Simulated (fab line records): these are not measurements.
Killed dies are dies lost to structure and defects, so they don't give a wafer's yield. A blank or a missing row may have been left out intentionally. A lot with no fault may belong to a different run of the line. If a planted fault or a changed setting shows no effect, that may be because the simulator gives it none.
Chamber matching :: flow nandHarc :: 4 sister chambers for NHARC_A_CHANNEL_FILL_D2_ALD_14 on aldHk-01
The step deposits SiO2, target thk 2.5 nm, pulse time 10 s, ald cycles 25. 7 wafers are shown with their chamber, then 8 later ones without.

== WAFERS PAIRED WITH THEIR CHAMBERS ==
wafer: L077.6
chamber: 0
heaterPowerW (W): 414
precursorPulseHeightRel: 0.970

wafer: L078.6
chamber: 0
heaterPowerW (W): 416
precursorPulseHeightRel: 1.016

wafer: L080.3
chamber: 1
heaterPowerW (W): 421
precursorPulseHeightRel: 1.009

wafer: L087.1
chamber: 1
heaterPowerW (W): 427
precursorPulseHeightRel: 0.996

wafer: L087.2
chamber: 3
heaterPowerW (W): 352
precursorPulseHeightRel: 1.019

wafer: L087.5
chamber: 2
heaterPowerW (W): 467
precursorPulseHeightRel: 0.976

wafer: L088.2
chamber: 3
heaterPowerW (W): 347
precursorPulseHeightRel: 1.056

== WAFERS MISSING THEIR CHAMBER ==
wafer: L088.3
heaterPowerW (W): 408
precursorPulseHeightRel: 1.035

wafer: L088.5
heaterPowerW (W): 402
precursorPulseHeightRel: 1.005

wafer: L091.1
heaterPowerW (W): 351
precursorPulseHeightRel: 0.977

wafer: L091.2
heaterPowerW (W): 451
precursorPulseHeightRel: 1.008

wafer: L091.5
heaterPowerW (W): 354
precursorPulseHeightRel: 0.987

wafer: L092.1
heaterPowerW (W): 415
precursorPulseHeightRel: 1.005

wafer: L092.3
heaterPowerW (W): 466
precursorPulseHeightRel: 0.977

wafer: L092.6
heaterPowerW (W): 461
precursorPulseHeightRel: 1.003

== CHAMBER TAKEN BY EACH ==
wafer: L088.3
from the rows above: 0
in truth: 0

wafer: L088.5
from the rows above: 0
in truth: 0

wafer: L091.1
from the rows above: 3
in truth: 3

wafer: L091.2
from the rows above: 2
in truth: 2

wafer: L091.5
from the rows above: 3
in truth: 3

wafer: L092.1
from the rows above: 0
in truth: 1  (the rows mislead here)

wafer: L092.3
from the rows above: 2
in truth: 2

wafer: L092.6
from the rows above: 2
in truth: 2
Placed correctly: 7 of 8. Number that these rows cannot place: 0. 1 placed wrongly.
How it was worked out, from the rows above alone: a wafer's distance from a chamber is the root of the sum, over the readings, of the square of ((its reading less the chamber's mean) divided by the reading's scatter). If the next closest chamber is less than 2 further off than the closest, the wafer can't be placed; otherwise it belongs to the closest. The mean given for a chamber averages the wafers shown for that chamber. The scatter: the root of (the sum of the squares of (reading less its chamber's mean) over the shown wafers, divided by (wafers less chambers)).
